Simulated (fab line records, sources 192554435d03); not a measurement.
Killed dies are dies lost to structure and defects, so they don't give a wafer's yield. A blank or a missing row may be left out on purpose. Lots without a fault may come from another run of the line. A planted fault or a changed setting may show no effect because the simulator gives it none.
Split-lot experiment | flow n5_finfet | 7 lots, 21 wafers read, on a route of 1938 steps

THE SPLIT
At N5_BEOL_M0_SAQP_ETCH_107 (etches SiNx in CH3F/O2, target depth 30 nm), the setting bias_w was moved away from the recipe's 73 W on 6 of the 21 wafers read, by -13.0% to +14.8%. The other wafers ran this setting at the recipe's value.

The reading is taken at the split's own step.

THE READING
rf_vpp_V, in V, at N5_BEOL_M0_SAQP_ETCH_107 (etches SiNx in CH3F/O2, target depth 30 nm). Fault-free wafers of this fab line usually give 296 V, standard deviation 4.7 V.

wafer  | tool, chamber at the split | bias_w as run, W | against the recipe | rf_vpp_V, V | against lot-mates on the recipe
L074.1 | rie_diel-01, 0             | 64.67            | -11.4%             | 262         | -43
L074.2 | rie_diel-01, 3             | 73               | recipe             | 305         | -
L074.4 | rie_diel-01, 1             | 64.67            | -11.4%             | 271         | -34
L076.1 | rie_diel-03, 1             | 73               | recipe             | 296         | -
L076.3 | rie_diel-03, 3             | 73               | recipe             | 298         | -
L076.4 | rie_diel-03, 0             | 73               | recipe             | 296         | -
L078.2 | rie_diel-01, 2             | 73               | recipe             | 293         | -
L078.3 | rie_diel-01, 0             | 68.37            | -6.3%              | 276         | -23
L078.4 | rie_diel-01, 3             | 73               | recipe             | 305         | -
L082.3 | rie_diel-03, 0             | 63.49            | -13.0%             | 266         | -28
L082.5 | rie_diel-03, 1             | 73               | recipe             | 296         | -
L082.6 | rie_diel-03, 2             | 73               | recipe             | 293         | -
L089.1 | rie_diel-01, 1             | 73               | recipe             | 297         | -
L089.2 | rie_diel-01, 3             | 73               | recipe             | 306         | -
L089.5 | rie_diel-01, 3             | 73               | recipe             | 306         | -
L090.1 | rie_diel-01, 1             | 73               | recipe             | 299         | -
L090.4 | rie_diel-01, 3             | 73               | recipe             | 305         | -
L090.6 | rie_diel-01, 0             | 73               | recipe             | 290         | -
L094.2 | rie_diel-01, 0             | 83.83            | +14.8%             | 323         | +32
L094.4 | rie_diel-01, 2             | 73               | recipe             | 291         | -
L094.5 | rie_diel-01, 2             | 83.83            | +14.8%             | 327         | +36

THE FIT
A straight line over all 21 wafers: rf_vpp_V changes by +2.26 V for each +1% of bias_w; r = +0.93; the points scatter about the line by 6 V.
The same after taking each lot's own level away (the mean of its wafers on the recipe; 21 wafers): +2.62 V for each +1%; r = +0.96; scatter 5.3 V.
On that fit, the largest move of bias_w shifts the reading by 39 V.
The lots' own levels span 291.0 to 305.0 V, that is 3.0 times the standard deviation above.
So the lot-to-lot level changes the slope: the two fits differ.
Check: with one of the wafers moved furthest among these (+14.8%) left out of the fit, the line predicts +40.1 V for it against its lot-mates. It came out at +32 V against them.
Tool readings at the split's step, against how far the setting was moved: rf_vpp_V r = +0.93.

THE FILE'S OWN FIT
rf_vpp_V changes by +2.61 V for each +1% of bias_w, r = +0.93.
